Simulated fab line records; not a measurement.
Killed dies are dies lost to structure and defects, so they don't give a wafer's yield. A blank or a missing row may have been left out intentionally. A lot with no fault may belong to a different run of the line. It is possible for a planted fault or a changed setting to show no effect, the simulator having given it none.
fab line records + flow nand_harc
record
- lots=12
- wafers=34
- last_day=34
route steps=1302 shown A_CHANNEL_HOLE_D2@594 A_CHANNEL_FILL_D2@613 END@1302
lots with no fault: from the same line, run without faults
start_h: start of the lot's first displayed wafer, in hours after the record's first day + wait_h: hours from the lot's prior step to this one + " identical to the entry in the row above + L1.1+2: several wafers, shown together as one row + - value missing, or start not given + * or withheld: withheld + < > ~ a bound
route shown NAME@n: a module of which the file shows steps, and the number in the route of the first + usual: the fault-free wafers' mean and standard deviation + same: alike in all rows + chamber/n: place in a boat + sites: per-site readings + _std_site: standard deviation across them + _edge_site: inner sites' mean taken away from outer sites' mean + radius_mm: for every site, how far away it sits from the centre of the wafer + mask NAME#n: copy n + behind: the last tool/chamber to shape the wafer + hold: why the lot was held/for how many hours/how that ended + device: which transistor (n, p or np) failed to switch + end of line: the tests these same wafers got at the end of their route + a step without rows: its recipe alone + killed: not the wafer's yield, but the dies lost to structure and defects at the first sort + map: a wafer's dies, x killed, . not, _ none there
set.NAME: the run value of the setting; set.NAME@STEP: its run value at that earlier step + model.NAME: the simulator's own value behind a step, which no gauge read
steps of the route over a sample of lots; a table a step, a row a wafer
services: the hour from which a tool's chamber was out of use, counted from the record's first day as start_h (under 0 if before that day), plus the number of hours and why
## steps
# step NHARC_A_CHANNEL_HOLE_D2_ETCH_22
# recipe
- bias_v=3000
- source_w=withheld
- pressure_mtorr=20
- time_s=666.7
- ar_flow_sccm=375
- c4f8_flow_sccm=89.3
- o2_flow_sccm=35.7
- temp_c=-20
- target_depth_a=16000
- chemistry=C4F8/O2/Ar
# usual
- drypump_motor_current_A=5.6/0.59
- showerhead_plenum_p_Torr=3.53/0.15
- throttle_valve_pct=32.154/0.0097
| lot.wafer | tool        | chamber | start_h | wait_h | drypump_motor_current_A | rf_hours_counter_h | showerhead_plenum_p_Torr | throttle_valve_pct |
|-----------|-------------|---------|---------|--------|-------------------------|--------------------|--------------------------|--------------------|
| L495.2    | har_etch-01 | 1       | 299.07  | 0.4    | 4.9                     | 152                | 3.48                     | 32.151             |
| L495.1    | "           | 0       | "       | "      | 6.4                     | 152                | 3.55                     | 32.153             |
| L495.5    | "           | 1       | "       | "      | 4.9                     | -                  | 3.48                     | 32.152             |
| L494.2    | har_etch-02 | 0       | 303.25  | 0.4    | 5.7                     | 358                | 3.49                     | 32.149             |
| L494.3    | "           | 0       | "       | "      | 5.7                     | -                  | 3.49                     | 32.165             |
| L494.5    | "           | 0       | "       | "      | 5.8                     | -                  | 3.49                     | 32.161             |
| L497.2    | har_etch-02 | 1       | 322.46  | 0.4    | 5.5                     | 373                | 3.49                     | 32.153             |
| L497.1    | "           | 0       | "       | "      | 5.7                     | 366                | 3.48                     | 32.162             |
| L497.4    | "           | 1       | "       | "      | 5.6                     | -                  | 3.49                     | 32.148             |
| L496.2    | har_etch-01 | 0       | 323.10  | 0.4    | 6.3                     | 167                | 3.54                     | 32.145             |
| L496.4    | "           | 1       | "       | "      | 5.0                     | -                  | 3.47                     | 32.151             |
| L496.6    | "           | 0       | "       | "      | 6.4                     | -                  | 3.54                     | 32.148             |
| L504.3    | har_etch-01 | 0       | 407.16  | 0.4    | 6.3                     | -                  | 3.51                     | 32.161             |
| L504.4    | "           | 1       | "       | "      | 4.9                     | -                  | 3.44                     | 32.148             |
| L504.5    | "           | 0       | "       | "      | 6.3                     | -                  | 3.51                     | 32.135             |
| L505.5    | har_etch-01 | 1       | 412.44  | 0.5    | 4.9                     | -                  | 3.44                     | 32.158             |
| L510.2    | har_etch-02 | 0       | 456.83  | 0.4    | 5.7                     | 39                 | 3.91                     | 32.161             |
| L510.1    | "           | 1       | "       | "      | 5.5                     | 39                 | 3.91                     | 32.175             |
| L510.3    | "           | 1       | "       | "      | 5.6                     | -                  | 3.91                     | 32.145             |
| L512.2    | har_etch-01 | 0       | 482.98  | 0.4    | 6.3                     | 267                | 3.49                     | 32.158             |
| L512.4    | "           | 0       | "       | "      | 6.3                     | -                  | 3.49                     | 32.142             |
| L512.5    | "           | 1       | "       | "      | 4.9                     | -                  | 3.42                     | 32.166             |
| L513.1    | har_etch-01 | 0       | 487.05  | 0.4    | 6.4                     | 271                | 3.49                     | 32.161             |
| L513.4    | "           | 0       | "       | "      | 6.3                     | -                  | 3.49                     | 32.157             |
| L513.3    | "           | 1       | "       | "      | 4.9                     | -                  | 3.42                     | 32.148             |
| L515.1    | har_etch-01 | 0       | 517.92  | 0.4    | 6.4                     | 282                | 3.48                     | 32.158             |
| L515.3    | "           | 1       | "       | "      | 4.9                     | -                  | 3.41                     | 32.150             |
| L515.6    | "           | 0       | "       | "      | 6.4                     | -                  | 3.48                     | 32.160             |
| L514.4    | har_etch-02 | 0       | 520.12  | 0.4    | 5.7                     | -                  | 3.89                     | 32.160             |
| L514.3    | "           | 1       | "       | "      | 5.5                     | -                  | 3.89                     | 32.158             |
| L514.6    | "           | 1       | "       | "      | 5.5                     | -                  | 3.89                     | 32.163             |
| L516.2    | har_etch-01 | 1       | 522.48  | 0.4    | 4.9                     | 286                | 3.41                     | 32.150             |
| L516.1    | "           | 0       | "       | "      | 6.3                     | 286                | 3.48                     | 32.140             |
| L516.5    | "           | 1       | "       | "      | 4.9                     | -                  | 3.41                     | 32.153             |
# step NHARC_A_CHANNEL_HOLE_D2_ETCH_23
# recipe
- bias_v=5000
- source_w=withheld
- pressure_mtorr=20
- time_s=819
- ar_flow_sccm=375
- c4f8_flow_sccm=89.3
- o2_flow_sccm=35.7
- temp_c=-20
- target_depth_a=16000
- chemistry=C4F8/O2/Ar
# usual
- drypump_motor_current_A=5.6/0.59
- showerhead_plenum_p_Torr=3.53/0.15
- throttle_valve_pct=32.156/0.0089
| lot.wafer | tool        | chamber | start_h | wait_h | drypump_motor_current_A | rf_hours_counter_h | showerhead_plenum_p_Torr | throttle_valve_pct |
|-----------|-------------|---------|---------|--------|-------------------------|--------------------|--------------------------|--------------------|
| L495.2    | har_etch-01 | 1       | 299.64  | 0.5    | 5.0                     | 153                | 3.48                     | 32.159             |
| L495.1    | "           | 0       | "       | "      | 6.3                     | 153                | 3.55                     | 32.146             |
| L495.5    | "           | 1       | "       | "      | 4.9                     | -                  | 3.48                     | 32.152             |
| L494.2    | har_etch-02 | 0       | 303.83  | 0.5    | 5.7                     | 358                | 3.49                     | 32.151             |
| L494.3    | "           | 0       | "       | "      | 5.7                     | -                  | 3.48                     | 32.162             |
| L494.5    | "           | 0       | "       | "      | 5.7                     | -                  | 3.49                     | 32.154             |
| L497.2    | har_etch-02 | 1       | 323.03  | 0.5    | 5.5                     | 374                | 3.49                     | 32.160             |
| L497.1    | "           | 0       | "       | "      | 5.7                     | 366                | 3.48                     | 32.153             |
| L497.4    | "           | 1       | "       | "      | 5.5                     | -                  | 3.49                     | 32.156             |
| L496.2    | har_etch-01 | 0       | 323.69  | 0.5    | 6.4                     | 168                | 3.54                     | 32.146             |
| L496.4    | "           | 1       | "       | "      | 4.9                     | -                  | 3.47                     | 32.155             |
| L496.6    | "           | 0       | "       | "      | 6.4                     | -                  | 3.54                     | 32.155             |
| L504.3    | har_etch-01 | 0       | 407.77  | 0.5    | 6.4                     | -                  | 3.51                     | 32.153             |
| L504.4    | "           | 1       | "       | "      | 4.9                     | -                  | 3.44                     | 32.165             |
| L504.5    | "           | 0       | "       | "      | 6.4                     | -                  | 3.51                     | 32.161             |
| L505.5    | har_etch-01 | 1       | 413.10  | 0.6    | 4.9                     | -                  | 3.44                     | 32.157             |
| L510.2    | har_etch-02 | 0       | 457.40  | 0.5    | 5.7                     | 39                 | 3.91                     | 32.173             |
| L510.1    | "           | 1       | "       | "      | 5.6                     | 39                 | 3.91                     | 32.154             |
| L510.3    | "           | 1       | "       | "      | 5.5                     | -                  | 3.91                     | 32.158             |
| L512.2    | har_etch-01 | 0       | 483.57  | 0.5    | 6.4                     | 268                | 3.49                     | 32.147             |
| L512.4    | "           | 0       | "       | "      | 6.3                     | -                  | 3.49                     | 32.159             |
| L512.5    | "           | 1       | "       | "      | 4.9                     | -                  | 3.42                     | 32.151             |
| L513.1    | har_etch-01 | 0       | 487.61  | 0.5    | 6.3                     | 271                | 3.49                     | 32.152             |
| L513.4    | "           | 0       | "       | "      | 6.3                     | -                  | 3.49                     | 32.164             |
| L513.3    | "           | 1       | "       | "      | 4.9                     | -                  | 3.42                     | 32.149             |
| L515.1    | har_etch-01 | 0       | 518.49  | 0.5    | 6.4                     | 283                | 3.48                     | 32.166             |
| L515.3    | "           | 1       | "       | "      | 4.9                     | -                  | 3.41                     | 32.146             |
| L515.6    | "           | 0       | "       | "      | 6.4                     | -                  | 3.48                     | 32.138             |
| L514.4    | har_etch-02 | 0       | 520.73  | 0.5    | 5.8                     | -                  | 3.89                     | 32.170             |
| L514.3    | "           | 1       | "       | "      | 5.5                     | -                  | 3.89                     | 32.143             |
| L514.6    | "           | 1       | "       | "      | 5.6                     | -                  | 3.89                     | 32.159             |
| L516.2    | har_etch-01 | 1       | 523.04  | 0.5    | 4.9                     | 287                | 3.41                     | 32.145             |
| L516.1    | "           | 0       | "       | "      | 6.3                     | 287                | 3.48                     | 32.149             |
| L516.5    | "           | 1       | "       | "      | 4.9                     | -                  | 3.41                     | 32.163             |
# step NHARC_A_CHANNEL_HOLE_D2_XSEM_32
# recipe
- landing_energy_ev=35000
# usual
- bot_cd_nm=74.7/1.4
- bow_nm=8.64/0.26
- tilt_deg=0.06/0.036
| lot.wafer | tool    | chamber | start_h | wait_h | bot_cd_nm | bow_nm | tilt_deg |
|-----------|---------|---------|---------|--------|-----------|--------|----------|
| L495.1    | xsem-02 | 0       | 303.83  | 0.1    | 75.0      | 8.70   | 0.04     |
| L495.2    | "       | 0       | "       | "      | 75.0      | 8.80   | 0.04     |
| L495.5    | "       | 0       | "       | "      | 72.2      | 8.73   | 0.04     |
| L494.2    | xsem-01 | 0       | 307.89  | 0.1    | 73.6      | 8.23   | 0.05     |
| L494.3    | "       | 0       | "       | "      | 72.7      | 8.22   | 0.05     |
| L494.5    | "       | 0       | "       | "      | 73.6      | 8.27   | 0.05     |
| L497.1    | xsem-01 | 0       | 327.66  | 0.1    | 73.5      | 8.85   | 0.03     |
| L497.2    | "       | 0       | "       | "      | 75.5      | 8.89   | 0.03     |
| L497.4    | "       | 0       | "       | "      | 72.2      | 8.83   | 0.03     |
| L496.2    | xsem-02 | 0       | 327.76  | 0.1    | 76.6      | 8.78   | 0.04     |
| L496.4    | "       | 0       | "       | "      | 77.1      | 8.77   | 0.05     |
| L496.6    | "       | 0       | "       | "      | 72.2      | 8.79   | 0.05     |
| L504.3    | xsem-02 | 0       | 411.91  | 0.1    | 73.6      | 8.58   | 0.04     |
| L504.4    | "       | 0       | "       | "      | 74.7      | 9.12   | 0.04     |
| L504.5    | "       | 0       | "       | "      | 73.0      | 8.53   | 0.04     |
| L504.3    | xsem-02 | 0       | -       | -      | 74.3      | -      | 0.04     |
| L504.4    | "       | 0       | "       | "      | 74.2      | -      | 0.04     |
| L504.5    | "       | 0       | "       | "      | 73.7      | -      | 0.04     |
| L505.5    | xsem-02 | 0       | 416.85  | 0.1    | 73.0      | 9.59   | 0.02     |
| L505.5    | xsem-02 | 0       | -       | -      | 73.3      | -      | 0.07     |
| L510.1    | xsem-01 | 0       | 461.86  | 0.1    | 73.8      | 8.15   | 0.10     |
| L510.2    | "       | 0       | "       | "      | 75.4      | 8.16   | 0.10     |
| L510.3    | "       | 0       | "       | "      | 73.5      | 8.29   | 0.10     |
| L512.2    | xsem-01 | 0       | 487.62  | 0.1    | 75.4      | 8.69   | 0.03     |
| L512.4    | "       | 0       | "       | "      | 74.5      | 8.73   | 0.03     |
| L512.5    | "       | 0       | "       | "      | 72.9      | 8.78   | 0.04     |
| L513.1    | xsem-01 | 0       | 491.79  | 0.1    | 76.0      | 8.85   | 0.10     |
| L513.3    | "       | 0       | "       | "      | 75.2      | 8.81   | 0.09     |
| L513.4    | "       | 0       | "       | "      | 75.3      | 8.84   | 0.09     |
| L515.1    | xsem-01 | 0       | 522.65  | 0.1    | 75.7      | 8.67   | 0.07     |
| L515.3    | "       | 0       | "       | "      | 73.0      | 8.58   | 0.07     |
| L515.6    | "       | 0       | "       | "      | 76.6      | 8.64   | 0.07     |
| L514.3    | xsem-02 | 0       | 524.69  | 0.1    | 74.2      | 8.87   | 0.03     |
| L514.4    | "       | 0       | "       | "      | 76.6      | 8.91   | 0.03     |
| L514.6    | "       | 0       | "       | "      | 76.7      | 8.78   | 0.03     |
| L516.1    | xsem-01 | 0       | 527.21  | 0.1    | 75.3      | 8.76   | 0.03     |
| L516.2    | "       | 0       | "       | "      | 74.3      | 8.80   | 0.03     |
| L516.5    | "       | 0       | "       | "      | 72.4      | 8.73   | 0.03     |
# step NHARC_A_CHANNEL_FILL_D2_ALD_03
# recipe
- target_thk_a=60
- pulse_time_s=60
- ald_cycles=58
- temp_c=630
- pressure_torr=2
- material=SiNx
# usual
- precursor_pulse_height_rel=0.999/0.022
- susceptor_temp_C=629.90/0.27
| lot.wafer | tool             | chamber | start_h | wait_h | precursor_pulse_height_rel | susceptor_temp_C |
|-----------|------------------|---------|---------|--------|----------------------------|------------------|
| L495.1    | ald_sin_batch-03 | 0       | -       | -      | 0.972                      | 629.88           |
| L495.2    | "                | 0       | "       | "      | 0.999                      | 629.90           |
| L495.5    | "                | 0       | "       | "      | 0.995                      | 629.93           |
| L494.2    | ald_sin_batch-01 | 0       | -       | -      | 0.973                      | -                |
| L494.3    | "                | 0       | "       | "      | 0.983                      | -                |
| L494.5    | "                | 0       | "       | "      | 1.007                      | -                |
| L496.2    | ald_sin_batch-01 | 0       | -       | -      | 0.987                      | 630.54           |
| L496.4    | "                | 0       | "       | "      | 1.006                      | 629.76           |
| L496.6    | "                | 0       | "       | "      | 0.953                      | 629.99           |
| L497.1    | ald_sin_batch-01 | 0       | -       | -      | 0.973                      | 629.97           |
| L497.2    | "                | 0       | "       | "      | 0.971                      | 629.61           |
| L497.4    | "                | 0       | "       | "      | 1.034                      | 630.26           |
| L504.3    | ald_sin_batch-02 | 0       | -       | -      | 1.040                      | -                |
| L504.4    | "                | 0       | "       | "      | 1.029                      | -                |
| L504.5    | "                | 0       | "       | "      | 1.003                      | -                |
| L505.5    | ald_sin_batch-02 | 0       | -       | -      | 0.992                      | 630.38           |
| L510.1    | ald_sin_batch-02 | 0       | -       | -      | 1.014                      | 630.13           |
| L510.2    | "                | 0       | "       | "      | 1.020                      | 630.15           |
| L510.3    | "                | 0       | "       | "      | 0.968                      | 629.46           |
| L512.2    | ald_sin_batch-02 | 0       | -       | -      | 0.975                      | 629.03           |
| L512.4    | "                | 0       | "       | "      | 0.985                      | 630.15           |
| L512.5    | "                | 0       | "       | "      | 1.004                      | 630.10           |
| L513.1    | ald_sin_batch-02 | 0       | -       | -      | 0.942                      | 629.81           |
| L513.3    | "                | 0       | "       | "      | 0.992                      | 629.28           |
| L513.4    | "                | 0       | "       | "      | 0.974                      | 630.02           |
| L514.3    | ald_sin_batch-02 | 0       | -       | -      | 0.961                      | -                |
| L514.4    | "                | 0       | "       | "      | 1.008                      | -                |
| L514.6    | "                | 0       | "       | "      | 1.036                      | -                |
| L515.1    | ald_sin_batch-02 | 0       | -       | -      | 0.999                      | -                |
| L515.3    | "                | 0       | "       | "      | 0.992                      | -                |
| L515.6    | "                | 0       | "       | "      | 1.018                      | -                |
| L516.1    | ald_sin_batch-02 | 0       | -       | -      | 1.002                      | 629.73           |
| L516.2    | "                | 0       | "       | "      | 1.021                      | 630.14           |
| L516.5    | "                | 0       | "       | "      | 1.001                      | 629.90           |
# step NHARC_A_CHANNEL_FILL_D2_ALD_15
# recipe
- target_thk_a=20
- pulse_time_s=60
- ald_cycles=19
- temp_c=630
- pressure_torr=2
- material=SiNx
# usual
- precursor_pulse_height_rel=0.999/0.018
- susceptor_temp_C=630.0/0.35
| lot.wafer | tool             | chamber | start_h | wait_h | precursor_pulse_height_rel | susceptor_temp_C |
|-----------|------------------|---------|---------|--------|----------------------------|------------------|
| L495.1    | ald_sin_batch-03 | 0       | -       | -      | 1.009                      | 630.2            |
| L495.2    | "                | 0       | "       | "      | 0.952                      | 630.3            |
| L495.5    | "                | 0       | "       | "      | 1.009                      | 630.0            |
| L494.2    | ald_sin_batch-01 | 0       | -       | -      | 0.999                      | -                |
| L494.3    | "                | 0       | "       | "      | 1.015                      | -                |
| L494.5    | "                | 0       | "       | "      | 1.014                      | -                |
| L496.2    | ald_sin_batch-01 | 0       | 338.32  | 2.6    | 0.991                      | 629.4            |
| L496.4    | "                | 0       | "       | "      | 1.009                      | 629.7            |
| L496.6    | "                | 0       | "       | "      | 1.017                      | 630.0            |
| L497.1    | ald_sin_batch-01 | 0       | 338.32  | 3.1    | 0.993                      | 629.5            |
| L497.2    | "                | 0       | "       | "      | 1.030                      | 630.1            |
| L497.4    | "                | 0       | "       | "      | 0.994                      | 630.0            |
| L504.3    | ald_sin_batch-01 | 0       | -       | -      | 0.988                      | 629.2            |
| L504.4    | "                | 0       | "       | "      | 1.003                      | 629.9            |
| L504.5    | "                | 0       | "       | "      | 1.012                      | 629.2            |
| L505.5    | ald_sin_batch-01 | 0       | -       | -      | 1.005                      | 629.7            |
| L510.1    | ald_sin_batch-02 | 0       | -       | -      | 0.992                      | 630.1            |
| L510.2    | "                | 0       | "       | "      | 1.009                      | 630.2            |
| L510.3    | "                | 0       | "       | "      | 1.001                      | 630.0            |
| L512.2    | ald_sin_batch-01 | 0       | -       | -      | 0.980                      | 630.3            |
| L512.4    | "                | 0       | "       | "      | 0.995                      | 630.6            |
| L512.5    | "                | 0       | "       | "      | 0.969                      | 630.8            |
| L513.1    | ald_sin_batch-02 | 0       | -       | -      | 0.994                      | 629.7            |
| L513.3    | "                | 0       | "       | "      | 0.993                      | 629.6            |
| L513.4    | "                | 0       | "       | "      | 1.012                      | 629.7            |
| L514.3    | ald_sin_batch-01 | 0       | -       | -      | 0.959                      | 629.9            |
| L514.4    | "                | 0       | "       | "      | 1.006                      | 630.1            |
| L514.6    | "                | 0       | "       | "      | 0.999                      | 629.9            |
| L515.1    | ald_sin_batch-01 | 0       | -       | -      | 0.982                      | 629.8            |
| L515.3    | "                | 0       | "       | "      | 1.032                      | 630.2            |
| L515.6    | "                | 0       | "       | "      | 0.994                      | 630.2            |
| L516.1    | ald_sin_batch-01 | 0       | 537.86  | 3.0    | 1.005                      | -                |
| L516.2    | "                | 0       | "       | "      | 0.991                      | -                |
| L516.5    | "                | 0       | "       | "      | 1.030                      | -                |
# step NHARC_END_SORT_01
# recipe
- temp_c=25
# usual
- killed_at_array=41/10
- killed_at_other=0.8/0.91
- killed_at_periphery=4.2/2.9
- killed_dies=46/10
- killed_open=3.5/2.1
- killed_short=2.5/1.6
# same
- gross_dies=677
| lot.wafer | tool      | chamber | start_h | wait_h | killed_at_array | killed_at_other | killed_at_periphery | killed_dies | killed_open | killed_short |
|-----------|-----------|---------|---------|--------|-----------------|-----------------|---------------------|-------------|-------------|--------------|
| L505.5    | prober-02 | 0       | 719.99  | 3.7    | 38              | 2               | 3                   | 43          | 2           | 4            |
| L513.4    | prober-02 | 0       | 741.94  | 3.4    | 31              | 0               | 7                   | 38          | 1           | 5            |
# killed by level:class
L505.5 A_CHANNEL_HOLE_D1:chamber_film_flake=17 A_CHANNEL_HOLE_D2:chamber_film_flake=11 A_WL_FILL:geometric_particle:short=2 P_ZERO_WELL:chamber_film_flake=2 A_WL_FILL:chamber_film_flake=2 THIN_TSV:chamber_film_flake=2 A_ONON_D1:geometric_particle:open=1 A_CHANNEL_FILL_D1:geometric_particle:short=1
L513.4 A_CHANNEL_HOLE_D2:chamber_film_flake=8 A_CHANNEL_HOLE_D1:chamber_film_flake=5 A_CONTACT:chamber_film_flake=5 A_SLIT:chamber_film_flake=4 A_ONON_D1:geometric_particle:short=3 P_GATE:chamber_film_flake=3 A_STAIRCASE:chamber_film_flake=3 P_CONTACT:geometric_particle:open=1
## services
| tool             | chamber | start_h | hours | kind                          |
|------------------|---------|---------|-------|-------------------------------|
| har_etch-02      | 0       | 280.66  | -     | consumable_replace:focus_ring |
| har_etch-02      | 0       | 280.66  | 17.0  | scheduled_down                |
| har_etch-02      | 0       | 280.66  | 17.0  | vent_cycle                    |
| xsem-01          | -       | 374.00  | 14.0  | pm                            |
| har_etch-02      | -       | 377.47  | 17.0  | pm                            |
| har_etch-02      | 0       | 377.47  | 17.0  | vent_cycle                    |
| har_etch-02      | 1       | 377.47  | 17.0  | vent_cycle                    |
| har_etch-02      | 0       | 394.47  | -     | clean                         |
| har_etch-02      | 0       | 394.47  | -     | consumable_replace:showerhead |
| har_etch-02      | 1       | 394.47  | -     | clean                         |
| har_etch-02      | 1       | 394.47  | -     | consumable_replace:focus_ring |
| har_etch-02      | 1       | 394.47  | -     | consumable_replace:showerhead |
| ald_sin_batch-03 | -       | 476.28  | 2.2   | repair                        |
| ald_sin_batch-01 | -       | 506.43  | 26.0  | pm                            |
## key
first_sign
- step=NHARC_A_CHANNEL_HOLE_D2_XSEM_32
- reading=visit
- direction=added
effect
- step=NHARC_A_CHANNEL_HOLE_D2_XSEM_32
- reading=bow_nm
- direction=up
- sigmas=2.8
- usual=8.64
- struck=9.36
met_at NHARC_A_CHANNEL_HOLE_D2_ETCH_23
struck_lots L504,L505
struck_wafers L504.4,L505.5
tester_left_out L504,L505
not_acting_at NHARC_A_CHANNEL_HOLE_D2_ETCH_22,NHARC_A_CHANNEL_FILL_D2_ALD_03,NHARC_A_CHANNEL_FILL_D2_ALD_15
onset_between 323.69 407.77
fault
- kind=process_parameter_drift
- tool=har_etch-01
- chamber=1
- onset_h=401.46
- steps=NHARC_A_CHANNEL_HOLE_D2_ETCH_23
- channel=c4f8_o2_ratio
- offset=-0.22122
- shape=step
- end_h=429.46
- acts_in=these_recipes_only
- stated=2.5
# tester_left_out: of these lots the tester's yield and bins aren't shown, on N5 and GAA mostly nor the transistor test; their killed dies are dies lost to structure and defects alone, not to doping, threshold or leakage, so they don't give the yield
